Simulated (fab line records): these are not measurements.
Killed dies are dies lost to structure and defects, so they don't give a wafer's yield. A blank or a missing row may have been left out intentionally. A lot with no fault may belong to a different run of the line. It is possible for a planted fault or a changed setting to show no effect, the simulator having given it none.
Lot-split experiment || flow n5 finfet || 21 wafers read from 7 lots, route of 1938 steps

## THE SPLIT
At N5_DUMMY_GATE_PECVD_30 (deposits SiO2 from TEOS/O2, target thk 55 nm, time 10.8 s), the setting time s was moved away from the recipe's 10.8 s on 8 of the 21 wafers read, by -14.3% to +8.6%. The other wafers ran this setting at the recipe's value.

## FROM THE SPLIT TO THE READING: what the file shows between them, 12 steps
- N5_DUMMY_GATE_COAT_09: resist thk 30 nm (also split here: spin rpm)
- N5_DUMMY_GATE_EBR_11
- N5_DUMMY_GATE_SOFTBAKE_10: time 60 s
- N5_DUMMY_GATE_DESCUM_20: chemistry O2, time 6.2 s
- N5_DUMMY_GATE_ETCH_29: etches underlayer in N2/H2, target depth 13 nm
- N5_DUMMY_GATE_ETCH_36: etches SiARC in CF4, target depth 13 nm
- N5_DUMMY_GATE_ETCH_37: etches SOC in N2/H2, target depth 60 nm, overetch 30 nm
- N5_DUMMY_GATE_ETCH_31: etches SiO2 in C4F6/O2, target depth 82.5 nm, time 27.5 s
- N5_DUMMY_GATE_STRIP_41: strips in O2
- N5_DUMMY_GATE_HM_OPEN_21: chemistry CH3F/O2, target SiNx, target depth 120 nm, time 171.4 s
- N5_DUMMY_GATE_ETCH_32: etches SiO2 in CF4, target depth 3.5 nm, time 3.9 s (also split here: time s)
- N5_DUMMY_GATE_ETCH_23: etches poly-Si in HBr/Cl2/O2, target depth 41 nm, time 22.3 s

## THE READING
SiO2_of_DUMMY_GATE_PECVD_30.thk nm (the simulator's own value, which no gauge read), in nm, at N5_DUMMY_GATE_ETCH_44 (etches poly-Si in HBr/O2, stops on SiO2, target depth 127.5 nm). No usual value for it is given in the file. The 13 wafers here that ran the recipe average 38.5 nm, standard deviation 1.1 nm.

{"wafer": "L074.2", "tool, chamber at the split": "pecvd-02, 2", "time s as run, s": 10.13, "against the recipe": "-6.2%", "SiO2_of_DUMMY_GATE_PECVD_30.thk nm, nm": 32.4, "against lot-mates on the recipe": "no lot-mate on the recipe"}
{"wafer": "L074.4", "tool, chamber at the split": "pecvd-02, 1", "time s as run, s": 10.13, "against the recipe": "-6.2%", "SiO2_of_DUMMY_GATE_PECVD_30.thk nm, nm": 35, "against lot-mates on the recipe": "no lot-mate on the recipe"}
{"wafer": "L074.5", "tool, chamber at the split": "pecvd-02, 2", "time s as run, s": 10.13, "against the recipe": "-6.2%", "SiO2_of_DUMMY_GATE_PECVD_30.thk nm, nm": 34, "against lot-mates on the recipe": "no lot-mate on the recipe"}
{"wafer": "L079.1", "tool, chamber at the split": "pecvd-04, 0", "time s as run, s": 10.8, "against the recipe": "recipe", "SiO2_of_DUMMY_GATE_PECVD_30.thk nm, nm": 37.8, "against lot-mates on the recipe": "-"}
{"wafer": "L079.2", "tool, chamber at the split": "pecvd-04, 1", "time s as run, s": 10.8, "against the recipe": "recipe", "SiO2_of_DUMMY_GATE_PECVD_30.thk nm, nm": 38.2, "against lot-mates on the recipe": "-"}
{"wafer": "L079.5", "tool, chamber at the split": "pecvd-04, 0", "time s as run, s": 10.17, "against the recipe": "-5.8%", "SiO2_of_DUMMY_GATE_PECVD_30.thk nm, nm": 36.2, "against lot-mates on the recipe": -1.8}
{"wafer": "L084.4", "tool, chamber at the split": "pecvd-01, 0", "time s as run, s": 10.8, "against the recipe": "recipe", "SiO2_of_DUMMY_GATE_PECVD_30.thk nm, nm": 39.4, "against lot-mates on the recipe": "-"}
{"wafer": "L084.5", "tool, chamber at the split": "pecvd-01, 1", "time s as run, s": 10.8, "against the recipe": "recipe", "SiO2_of_DUMMY_GATE_PECVD_30.thk nm, nm": 36.8, "against lot-mates on the recipe": "-"}
{"wafer": "L084.6", "tool, chamber at the split": "pecvd-01, 2", "time s as run, s": 10.8, "against the recipe": "recipe", "SiO2_of_DUMMY_GATE_PECVD_30.thk nm, nm": 38, "against lot-mates on the recipe": "-"}
{"wafer": "L086.4", "tool, chamber at the split": "pecvd-02, 0", "time s as run, s": 9.26, "against the recipe": "-14.3%", "SiO2_of_DUMMY_GATE_PECVD_30.thk nm, nm": 31.6, "against lot-mates on the recipe": -8.6}
{"wafer": "L086.5", "tool, chamber at the split": "pecvd-02, 1", "time s as run, s": 10.8, "against the recipe": "recipe", "SiO2_of_DUMMY_GATE_PECVD_30.thk nm, nm": 40.2, "against lot-mates on the recipe": "-"}
{"wafer": "L086.6", "tool, chamber at the split": "pecvd-02, 2", "time s as run, s": 9.26, "against the recipe": "-14.3%", "SiO2_of_DUMMY_GATE_PECVD_30.thk nm, nm": 31, "against lot-mates on the recipe": -9.2}
{"wafer": "L089.3", "tool, chamber at the split": "pecvd-01, 0", "time s as run, s": 10.8, "against the recipe": "recipe", "SiO2_of_DUMMY_GATE_PECVD_30.thk nm, nm": 38, "against lot-mates on the recipe": "-"}
{"wafer": "L089.4", "tool, chamber at the split": "pecvd-01, 2", "time s as run, s": 11.73, "against the recipe": "+8.6%", "SiO2_of_DUMMY_GATE_PECVD_30.thk nm, nm": 42.4, "against lot-mates on the recipe": "+4.4"}
{"wafer": "L089.6", "tool, chamber at the split": "pecvd-01, 0", "time s as run, s": 11.73, "against the recipe": "+8.6%", "SiO2_of_DUMMY_GATE_PECVD_30.thk nm, nm": 43.8, "against lot-mates on the recipe": "+5.8"}
{"wafer": "L093.1", "tool, chamber at the split": "pecvd-01, 0", "time s as run, s": 10.8, "against the recipe": "recipe", "SiO2_of_DUMMY_GATE_PECVD_30.thk nm, nm": 38, "against lot-mates on the recipe": "-"}
{"wafer": "L093.4", "tool, chamber at the split": "pecvd-01, 1", "time s as run, s": 10.8, "against the recipe": "recipe", "SiO2_of_DUMMY_GATE_PECVD_30.thk nm, nm": 37.2, "against lot-mates on the recipe": "-"}
{"wafer": "L093.5", "tool, chamber at the split": "pecvd-01, 2", "time s as run, s": 10.8, "against the recipe": "recipe", "SiO2_of_DUMMY_GATE_PECVD_30.thk nm, nm": 38.8, "against lot-mates on the recipe": "-"}
{"wafer": "L096.1", "tool, chamber at the split": "pecvd-04, 0", "time s as run, s": 10.8, "against the recipe": "recipe", "SiO2_of_DUMMY_GATE_PECVD_30.thk nm, nm": 38.8, "against lot-mates on the recipe": "-"}
{"wafer": "L096.2", "tool, chamber at the split": "pecvd-04, 2", "time s as run, s": 10.8, "against the recipe": "recipe", "SiO2_of_DUMMY_GATE_PECVD_30.thk nm, nm": 39.2, "against lot-mates on the recipe": "-"}
{"wafer": "L096.6", "tool, chamber at the split": "pecvd-04, 2", "time s as run, s": 10.8, "against the recipe": "recipe", "SiO2_of_DUMMY_GATE_PECVD_30.thk nm, nm": 40.6, "against lot-mates on the recipe": "-"}

FIT RESULTS
A straight line over all 21 wafers: SiO2_of_DUMMY_GATE_PECVD_30.thk nm changes by +0.543 nm for each +1% of time s; r = +0.94; the points scatter about the line by 1.2 nm.
The same after taking each lot's own level away (the mean of its wafers on the recipe; 18 wafers): +0.599 nm for each +1%; r = +0.97; scatter 0.82 nm.
The reading moves by 8.5 nm for the largest change in time s, on that fit.
Across the lots, their own levels run from 38.00 to 40.20 nm, a range of 2.1 times the standard deviation given above.
Consequently the slope shifts little with the lot-to-lot level, the two slopes agreeing.
Check: -8.44 nm against its lot-mates is what the line predicts for one of the wafers moved furthest among these (-14.3%) when that wafer is left out of the fit. It came out at -8.6 nm against them.

## OTHER SPLITS APPLIED TO THESE WAFERS
These wafers also went through other splits before the reading. Each is held against what the fit with the lots' levels taken away leaves over:
{"other split on the same wafers": "N5_ZERO_LAYER_COAT_05 spin rpm", "wafers away from the commonest value": 10, "r with SiO2_of_DUMMY_GATE_PECVD_30.thk nm (lot level and that fit taken away)": -0.18}
{"other split on the same wafers": "N5_ZERO_LAYER_DEVELOP_10 develop time s", "wafers away from the commonest value": 4, "r with SiO2_of_DUMMY_GATE_PECVD_30.thk nm (lot level and that fit taken away)": -0.12}
{"other split on the same wafers": "N5_PMOS_HMC_CHANNEL_EPI_HM_DEP_34 time s", "wafers away from the commonest value": 11, "r with SiO2_of_DUMMY_GATE_PECVD_30.thk nm (lot level and that fit taken away)": "+0.29"}
{"other split on the same wafers": "N5_PMOS_HMC_CHANNEL_EPI_PEB_07 peb temp c", "wafers away from the commonest value": 2, "r with SiO2_of_DUMMY_GATE_PECVD_30.thk nm (lot level and that fit taken away)": -0.33}
{"other split on the same wafers": "N5_DUMMY_GATE_COAT_09 spin rpm", "wafers away from the commonest value": 4, "r with SiO2_of_DUMMY_GATE_PECVD_30.thk nm (lot level and that fit taken away)": -0.20}
{"other split on the same wafers": "N5_DUMMY_GATE_ETCH_32 time s", "wafers away from the commonest value": 8, "r with SiO2_of_DUMMY_GATE_PECVD_30.thk nm (lot level and that fit taken away)": "+0.15"}

## THE WHOLE CHAIN: every reading that the file lists as answering this split, in the file's order
{"step": "N5_DUMMY_GATE_PECVD_30", "what it does": "deposits SiO2 from TEOS/O2, target thk 55 nm, time 10.8 s", "reading": "SiO2_of_DUMMY_GATE_PECVD_30.thk nm (the simulator's own value, which no gauge read)", "change (the file's fit)": "+0.551 nm for each +1% of the setting", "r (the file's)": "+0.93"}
{"step": "N5_DUMMY_GATE_HM_OPEN_21", "what it does": "chemistry CH3F/O2, target SiNx, target depth 120 nm, time 171.4 s", "reading": "SiO2_of_DUMMY_GATE_PECVD_30.thk nm (the simulator's own value, which no gauge read)", "change (the file's fit)": "+0.567 nm for each +1% of the setting", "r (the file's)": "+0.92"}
{"step": "N5_DUMMY_GATE_ETCH_32", "what it does": "etches SiO2 in CF4, target depth 3.5 nm, time 3.9 s", "reading": "SiO2_of_DUMMY_GATE_PECVD_30.thk nm (the simulator's own value, which no gauge read)", "change (the file's fit)": "+0.596 nm for each +1% of the setting", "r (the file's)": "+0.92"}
{"step": "N5_DUMMY_GATE_ETCH_23", "what it does": "etches poly-Si in HBr/Cl2/O2, target depth 41 nm, time 22.3 s", "reading": "SiO2_of_DUMMY_GATE_PECVD_30.thk nm (the simulator's own value, which no gauge read)", "change (the file's fit)": "+0.591 nm for each +1% of the setting", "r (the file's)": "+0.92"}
{"step": "N5_DUMMY_GATE_ETCH_44", "what it does": "etches poly-Si in HBr/O2, stops on SiO2, target depth 127.5 nm", "reading": "SiO2_of_DUMMY_GATE_PECVD_30.thk nm (the simulator's own value, which no gauge read)", "change (the file's fit)": "+0.582 nm for each +1% of the setting", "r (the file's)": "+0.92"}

## THE FILE'S OWN FIT
SiO2_of_DUMMY_GATE_PECVD_30.thk nm changes by +0.582 nm for each +1% of time s, r = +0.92.
